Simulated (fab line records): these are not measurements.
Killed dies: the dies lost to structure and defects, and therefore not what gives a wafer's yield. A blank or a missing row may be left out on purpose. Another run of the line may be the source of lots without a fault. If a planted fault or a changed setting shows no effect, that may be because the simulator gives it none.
Split-lot study	flow n5Finfet	on a route of 1938 steps: 7 lots, 21 wafers read

## SPLIT DETAILS
At N5_HKMG_FIN_HK_ALD_01 (deposits HfO2, target thk 1.6 nm, pulse time 3 s, purge time 3 s), the setting aldCycles was moved away from the recipe's 30 on 5 of the 21 wafers read, by -13.3% to +10.0%. All remaining wafers had this setting at the recipe value.

## FROM THE SPLIT TO THE READING: what the file shows between them, 5 steps
- N5_HKMG_FIN_COAT_41: time 60 s, resist thk 300 nm (also split here: tempC)
- N5_HKMG_FIN_COAT_42: time 60 s, resist thk 35 nm
- N5_HKMG_FIN_COAT_43: resist thk 90 nm
- N5_HKMG_FIN_WET_ETCH_82: etches La2O3 in dHCl, stops on HfO2, target depth 2 nm, rinse time 30 s
- N5_HKMG_FIN_ALD_36: deposits TiN, target thk 1 nm, pulse time 1 s, purge time 3 s

## THE READING
HK_THK, in nm, at N5_HKMG_FIN_THK_MEAS_70 (measures by xrf). Fault-free wafers of this fab line usually give 1.609 nm, standard deviation 0.021 nm.

wafer	tool, chamber at the split	aldCycles as run	against the recipe	HK_THK, nm	against lot-mates on the recipe
L080.1	aldHk-03, 1,0,2	30	recipe	1.623	-
L080.2	aldHk-03, 1,0,2	30	recipe	1.619	-
L080.4	aldHk-03, 1,0,2	30	recipe	1.638	-
L087.1	aldHk-01, 2,3	26	-13.3%	1.379	-0.241
L087.5	aldHk-01, 2,3	26	-13.3%	1.398	-0.222
L087.6	aldHk-01, 2	30	recipe	1.620	-
L089.1	aldHk-01, 0,2,1	30	recipe	1.544	-
L089.3	aldHk-01, 0,2,1	30	recipe	1.573	-
L089.4	aldHk-01, 0,2,1	30	recipe	1.600	-
L091.1	aldHk-02, 2	30	recipe	1.622	-
L091.3	aldHk-02, 1,3	28	-6.7%	1.491	-0.131
L091.5	aldHk-02, 1,3	28	-6.7%	1.499	-0.123
L092.3	aldHk-03, 3,0,0	30	recipe	1.621	-
L092.4	aldHk-03, 3,0,0	30	recipe	1.588	-
L092.5	aldHk-03, 3,0,0	30	recipe	1.601	-
L093.1	aldHk-01, 1,2	30	recipe	1.615	-
L093.2	aldHk-01, 2	33	+10.0%	1.773	+0.178
L093.5	aldHk-01, 1,2	30	recipe	1.574	-
L095.2	aldHk-01, 3,1,2	30	recipe	1.610	-
L095.3	aldHk-01, 3,1,2	30	recipe	1.594	-
L095.6	aldHk-01, 3,1,2	30	recipe	1.587	-
Rows listing several chambers each stand for several wafers; the file does not say which wafer went through which chamber.

FIT RESULTS
A straight line over all 21 wafers: HK_THK changes by +0.0163 nm for each +1% of aldCycles; r = +0.97; the points scatter about the line by 0.022 nm.
The same after taking each lot's own level away (the mean of its wafers on the recipe; 21 wafers): +0.0177 nm for each +1%; r = +0.99; scatter 0.014 nm.
According to that fit, moving aldCycles by its largest amount changes the reading by 0.24 nm.
Measured against the standard deviation above, the lots' own levels, which go from 1.5723 to 1.6267 nm, span 2.6 times it.
So the lot-to-lot level changes the slope little: the two slopes agree.
Check: with one of the wafers moved furthest among these (-13.3%) left out of the fit, the line predicts -0.234 nm for it against its lot-mates. It came out at -0.241 nm against them.

## THESE WAFERS: OTHER SPLITS
Before the reading, these wafers also passed through other splits. Each is held against what the fit with the lots' levels taken away leaves over:
other split on the same wafers	wafers away from the commonest value	r with HK_THK (lot level and that fit taken away)
N5_ZERO_LAYER_PECVD_02 timeS	5	+0.13
N5_WELL_APT_COAT_19 spinRpm	9	+0.10
N5_WELL_APT_EXPOSE_22 doseMj	7	+0.14
N5_FIN_SAQP_MANDREL_ETCH_22 icpW	8	+0.01
N5_FIN_SAQP_FIN_ETCH_36 icpW	9	-0.10
N5_DUMMY_GATE_COAT_35 spinRpm	5	-0.27
N5_DUMMY_GATE_COAT_28 spinRpm	8	+0.20
N5_SD_EPI_P_ETCH_37 sourceW	9	-0.16
N5_HKMG_FIN_COAT_41 tempC	4	-0.02

## THE FILE'S OWN FIT
HK_THK changes by +0.0177 nm for each +1% of aldCycles, r = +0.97.
